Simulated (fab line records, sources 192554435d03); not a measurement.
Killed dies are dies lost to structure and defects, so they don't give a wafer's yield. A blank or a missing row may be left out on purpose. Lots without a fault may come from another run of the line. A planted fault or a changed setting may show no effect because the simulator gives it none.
Split-lot experiment | flow n5_finfet | 7 lots, 21 wafers read, on a route of 1938 steps

THE SPLIT
At N5_BEOL_M1_ILD_DEP_00 (deposits SiOC from DEMS/O2, target thk 79 nm, time 15.3 s), the setting time_s was moved away from the recipe's 15.3 s on 5 of the 21 wafers read, by -14.2% to +11.3%. The other wafers ran this setting at the recipe's value.

The file shows no step between the split and the reading.

THE READING
M1_ILD_THK, in nm, at N5_BEOL_M1_THK_MEAS_01. Fault-free wafers of this fab line usually give 78.9 nm, standard deviation 1.1 nm.

wafer  | tool, chamber at the split | time_s as run, s | against the recipe | M1_ILD_THK, nm | against lot-mates on the recipe
L074.1 | pecvd-04, 1                | 17.03            | +11.3%             | 87.9           | +7.8
L074.4 | pecvd-04, 2                | 15.3             | recipe             | 79.5           | -
L074.5 | pecvd-04, 1                | 15.3             | recipe             | 80.8           | -
L076.1 | pecvd-01, 1                | 15.3             | recipe             | 78.4           | -
L076.2 | pecvd-01, 2                | 15.3             | recipe             | 77.8           | -
L076.3 | pecvd-01, 0                | 15.3             | recipe             | 80.1           | -
L077.1 | pecvd-02, 0                | 15.3             | recipe             | 78.8           | -
L077.3 | pecvd-02, 1                | 13.12            | -14.2%             | 67.8           | -11.0
L077.6 | pecvd-02, 2                | 13.12            | -14.2%             | 68.0           | -10.8
L078.2 | pecvd-02, 2,1              | 15.3             | recipe             | 77.7           | -
L078.3 | pecvd-02, 2,1              | 15.3             | recipe             | 77.8           | -
L078.6 | pecvd-02, 2                | 15.3             | recipe             | 78.8           | -
L081.1 | pecvd-01, 1                | 15.3             | recipe             | 77.0           | -
L081.3 | pecvd-01, 2                | 15.3             | recipe             | 77.6           | -
L081.4 | pecvd-01, 1                | 15.3             | recipe             | 78.8           | -
L085.1 | pecvd-01, 1                | 15.3             | recipe             | 76.8           | -
L085.4 | pecvd-01, 0                | 15.3             | recipe             | 79.4           | -
L085.5 | pecvd-01, 1                | 14.06            | -8.1%              | 71.2           | -6.9
L088.1 | pecvd-01, 2                | 16.36            | +6.9%              | 83.5           | +4.5
L088.2 | pecvd-01, 1                | 15.3             | recipe             | 78.4           | -
L088.3 | pecvd-01, 0                | 15.3             | recipe             | 79.5           | -
Where a row lists several chambers, the file gives one row for several wafers and doesn't say which wafer went through which chamber.

THE FIT
A straight line over all 21 wafers: M1_ILD_THK changes by +0.777 nm for each +1% of time_s; r = +0.97; the points scatter about the line by 1 nm.
The same after taking each lot's own level away (the mean of its wafers on the recipe; 21 wafers): +0.746 nm for each +1%; r = +0.98; scatter 0.78 nm.
On that fit, the largest move of time_s shifts the reading by 11 nm.
The lots' own levels span 77.80 to 80.15 nm, that is 2.1 times the standard deviation above.
So the lot-to-lot level changes the slope little: the two slopes agree.
Check: with one of the wafers moved furthest among these (-14.2%) left out of the fit, the line predicts -10.6 nm for it against its lot-mates. It came out at -11 nm against them.

OTHER SPLITS ON THESE WAFERS
These wafers also went through other splits before the reading. Each is held against what the fit with the lots' levels taken away leaves over:
other split on the same wafers   | wafers away from the commonest value | r with M1_ILD_THK (lot level and that fit taken away)
N5_BEOL_M0_SAQP_PECVD_04 time_s  | 6                                    | -0.08
N5_BEOL_M0_SAQP_COAT_87 spin_rpm | 7                                    | +0.27

THE WHOLE CHAIN: every reading that the file lists as answering this split, in the file's order
step                   | what it does                                              | reading                                                                            | change (the file's fit)               | r (the file's)
N5_BEOL_M1_ILD_DEP_00  | deposits SiOC from DEMS/O2, target thk 79 nm, time 15.3 s | SiOC_of_BEOL_M1_ILD_DEP_00.thk_nm (the simulator's own value, which no gauge read) | +0.742 nm for each +1% of the setting | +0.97
N5_BEOL_M1_THK_MEAS_01 |                                                           | M1_ILD_THK                                                                         | +0.741 for each +1% of the setting    | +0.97

THE FILE'S OWN FIT
M1_ILD_THK changes by +0.741 nm for each +1% of time_s, r = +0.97.
